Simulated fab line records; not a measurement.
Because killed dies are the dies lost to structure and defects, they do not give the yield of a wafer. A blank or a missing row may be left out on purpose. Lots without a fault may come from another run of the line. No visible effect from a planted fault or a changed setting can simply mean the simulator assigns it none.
Matching of chambers || flow n5 finfet || N5_FIN_CUT_CUT_ETCH_15 on rie si-04 has 4 sister chambers
The step etches Si in HBr/Cl2/O2, target depth 100 nm, bt time 10 s, time 42.4 s. 20 wafers are shown with their chamber, then 10 later ones without.

WAFERS, EACH WITH ITS CHAMBER
{"wafer": "L074.1", "chamber": 3, "throttle valve pct (%)": 37.26, "oes product au (a.u.)": 0.986}
{"wafer": "L074.2", "chamber": 2, "throttle valve pct (%)": 37.34, "oes product au (a.u.)": 0.992}
{"wafer": "L074.6", "chamber": 2, "throttle valve pct (%)": 37.32, "oes product au (a.u.)": 0.997}
{"wafer": "L076.1", "chamber": 3, "throttle valve pct (%)": 37.27, "oes product au (a.u.)": 0.991}
{"wafer": "L076.2", "chamber": 2, "throttle valve pct (%)": 37.33, "oes product au (a.u.)": 0.998}
{"wafer": "L076.4", "chamber": 0, "throttle valve pct (%)": 37.52, "oes product au (a.u.)": 0.982}
{"wafer": "L077.2", "chamber": 1, "throttle valve pct (%)": 37.30, "oes product au (a.u.)": 0.996}
{"wafer": "L077.5", "chamber": 2, "throttle valve pct (%)": 37.31, "oes product au (a.u.)": 0.989}
{"wafer": "L077.6", "chamber": 3, "throttle valve pct (%)": 37.24, "oes product au (a.u.)": 0.986}
{"wafer": "L081.1", "chamber": 0, "throttle valve pct (%)": 37.53, "oes product au (a.u.)": 0.985}
{"wafer": "L081.3", "chamber": 1, "throttle valve pct (%)": 37.29, "oes product au (a.u.)": 0.986}
{"wafer": "L081.5", "chamber": 1, "throttle valve pct (%)": 37.28, "oes product au (a.u.)": 0.990}
{"wafer": "L082.1", "chamber": 0, "throttle valve pct (%)": 37.52, "oes product au (a.u.)": 0.992}
{"wafer": "L082.4", "chamber": 2, "throttle valve pct (%)": 37.33, "oes product au (a.u.)": 1.003}
{"wafer": "L082.5", "chamber": 1, "throttle valve pct (%)": 37.30, "oes product au (a.u.)": 0.987}
{"wafer": "L086.1", "chamber": 3, "throttle valve pct (%)": 37.28, "oes product au (a.u.)": 0.985}
{"wafer": "L086.2", "chamber": 1, "throttle valve pct (%)": 37.28, "oes product au (a.u.)": 0.990}
{"wafer": "L086.3", "chamber": 0, "throttle valve pct (%)": 37.51, "oes product au (a.u.)": 0.984}
{"wafer": "L089.1", "chamber": 0, "throttle valve pct (%)": 37.51, "oes product au (a.u.)": 0.983}
{"wafer": "L089.2", "chamber": 2, "throttle valve pct (%)": 37.33, "oes product au (a.u.)": 0.987}

SIGNATURES (averages over the wafers above)
{"reading": "throttle valve pct", "chamber 0": 37.5180, "chamber 1": 37.2900, "chamber 2": 37.3267, "chamber 3": 37.2625, "scatter within a chamber": 0.0114}
{"reading": "oes product au", "chamber 0": 0.98520, "chamber 1": 0.98980, "chamber 2": 0.99433, "chamber 3": 0.98700, "scatter within a chamber": 0.00453}
Rule: for each reading, subtract the chamber's mean from the wafer's reading, divide by that reading's scatter and square the result; add these up over the readings and take the root, which gives the wafer's distance from the chamber. The wafer belongs to the nearest chamber; if the next one is less than 2 further off, it can't be placed. The scatter: take each reading less its chamber's mean, square it, sum over the shown wafers, divide by the number of wafers less the number of chambers, and take the root.

WAFERS WITH NO CHAMBER GIVEN
{"wafer": "L089.5", "throttle valve pct (%)": 37.26, "oes product au (a.u.)": 0.988}
{"wafer": "L092.2", "throttle valve pct (%)": 37.51, "oes product au (a.u.)": 0.987}
{"wafer": "L092.3", "throttle valve pct (%)": 37.34, "oes product au (a.u.)": 1.002}
{"wafer": "L092.5", "throttle valve pct (%)": 37.51, "oes product au (a.u.)": 0.986}
{"wafer": "L095.3", "throttle valve pct (%)": 37.29, "oes product au (a.u.)": 0.992}
{"wafer": "L095.4", "throttle valve pct (%)": 37.52, "oes product au (a.u.)": 0.988}
{"wafer": "L095.5", "throttle valve pct (%)": 37.25, "oes product au (a.u.)": 0.988}
{"wafer": "L097.1", "throttle valve pct (%)": 37.34, "oes product au (a.u.)": 0.985}
{"wafer": "L097.2", "throttle valve pct (%)": 37.51, "oes product au (a.u.)": 0.990}
{"wafer": "L097.3", "throttle valve pct (%)": 37.29, "oes product au (a.u.)": 0.989}

CHAMBER TAKEN BY EACH
{"wafer": "L089.5", "from the rows above": 3, "in truth": 3}
{"wafer": "L092.2", "from the rows above": 0, "in truth": 0}
{"wafer": "L092.3", "from the rows above": 2, "in truth": 2}
{"wafer": "L092.5", "from the rows above": 0, "in truth": 0}
{"wafer": "L095.3", "from the rows above": 1, "in truth": 1}
{"wafer": "L095.4", "from the rows above": 0, "in truth": 0}
{"wafer": "L095.5", "from the rows above": 3, "in truth": 3}
{"wafer": "L097.1", "from the rows above": 2, "in truth": 2}
{"wafer": "L097.2", "from the rows above": 0, "in truth": 0}
{"wafer": "L097.3", "from the rows above": 1, "in truth": 1}
Correctly placed: 10 of 10. Not placeable from these rows: 0. Placed wrongly: 0.
